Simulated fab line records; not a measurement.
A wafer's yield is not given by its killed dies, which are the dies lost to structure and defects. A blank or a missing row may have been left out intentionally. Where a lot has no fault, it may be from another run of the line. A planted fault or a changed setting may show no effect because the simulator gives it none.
Chamber matching	flow nand-harc	3 sister chambers for NHARC_P_M0_DEP_32 on pecvd-02
The step deposits SiCN, target thk 30 nm. 6 wafers are shown with their chamber, then 12 later ones without.

== WAFERS, EACH WITH ITS CHAMBER ==
wafer	chamber	heater-power-w (W)
L088.4	0	557
L088.5	1	536
L088.6	2	626
L090.1	1	496
L090.2	0	555
L090.6	2	610

== WAFERS WITHOUT THEIR CHAMBER ==
wafer	heater-power-w (W)
L091.1	510
L091.2	576
L091.3	565
L093.2	571
L093.3	619
L093.4	598
L094.2	496
L094.3	563
L094.5	503
L096.2	575
L096.4	540
L096.5	620

== WHICH CHAMBER EACH WENT THROUGH ==
wafer	from the rows above	in truth
L091.1	1	1
L091.2	can't be placed: 0 or 2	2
L091.3	0	0
L093.2	can't be placed: 0 or 2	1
L093.3	2	2
L093.4	can't be placed: 2 or 0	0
L094.2	1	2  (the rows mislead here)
L094.3	0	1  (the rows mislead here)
L094.5	1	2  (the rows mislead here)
L096.2	can't be placed: 0 or 2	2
L096.4	can't be placed: 0 or 1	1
L096.5	2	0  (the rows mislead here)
Correct placement for 3 of the 12. Not placeable from these rows: 5 (in 4, the candidates include the true chamber). Wrongly placed: 4.
How it was worked out, from the rows above alone: a wafer's distance from a chamber is the root of the sum, over the readings, of the square of ((its reading less the chamber's mean) divided by the reading's scatter). The wafer belongs to the nearest chamber; if the next one is less than 2 further off, it can't be placed. A chamber's mean is the mean of its shown wafers. The scatter: the root of (the sum of the squares of (reading less its chamber's mean) over the shown wafers, divided by (wafers less chambers)).
